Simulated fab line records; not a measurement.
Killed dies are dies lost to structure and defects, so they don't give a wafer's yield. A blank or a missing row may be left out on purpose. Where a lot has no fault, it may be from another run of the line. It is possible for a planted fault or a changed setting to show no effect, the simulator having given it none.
Chamber matching | flow nand-harc | 4 sister chambers for NHARC_A_M1_CMP_23 on cmp-01
The step polishes, t overpolish 20 s, target thk 154.34 nm. 4 wafers are shown with their chamber, then 8 later ones without.

WAFERS WITH THEIR CHAMBER
wafer  | chamber | motor-current-A (A)
L305.5 | 3       | 12.2
L309.3 | 1       | 10.7
L309.5 | 0       | 14.8
L308.2 | 2       | 11.7

WAFERS MISSING THEIR CHAMBER
wafer  | motor-current-A (A)
L308.5 | 12.2
L308.6 | 13.3
L310.4 | 12.5
L310.5 | 12.0
L310.6 | 11.4
L315.2 | 11.2
L315.4 | 10.8
L315.5 | 12.8

EACH ONE'S CHAMBER
wafer  | from the rows above          | in truth
L308.5 | can't be placed: 3 or 2      | 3
L308.6 | can't be placed: 3 or 0 or 2 | 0
L310.4 | can't be placed: 3 or 2      | 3
L310.5 | can't be placed: 3 or 2      | 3
L310.6 | can't be placed: 2 or 1 or 3 | 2
L315.2 | can't be placed: 1 or 2 or 3 | 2
L315.4 | can't be placed: 1 or 2      | 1
L315.5 | can't be placed: 3 or 2      | 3
Correct placement for 0 of the 8. Unplaceable from these rows: 8, with the true chamber sitting among the candidates in 8. Number placed wrongly: 0.
How it was worked out, from the rows above alone: a wafer's distance from a chamber is the root of the sum, over the readings, of the square of ((its reading less the chamber's mean) divided by the reading's scatter). The wafer belongs to the nearest chamber; if the next one is less than 2 further off, it can't be placed. For every chamber, the mean is computed from those of its wafers that are shown. The scatter: root of mean squared gap, hidden wafer to nearest shown wafer, with one shown wafer a chamber.
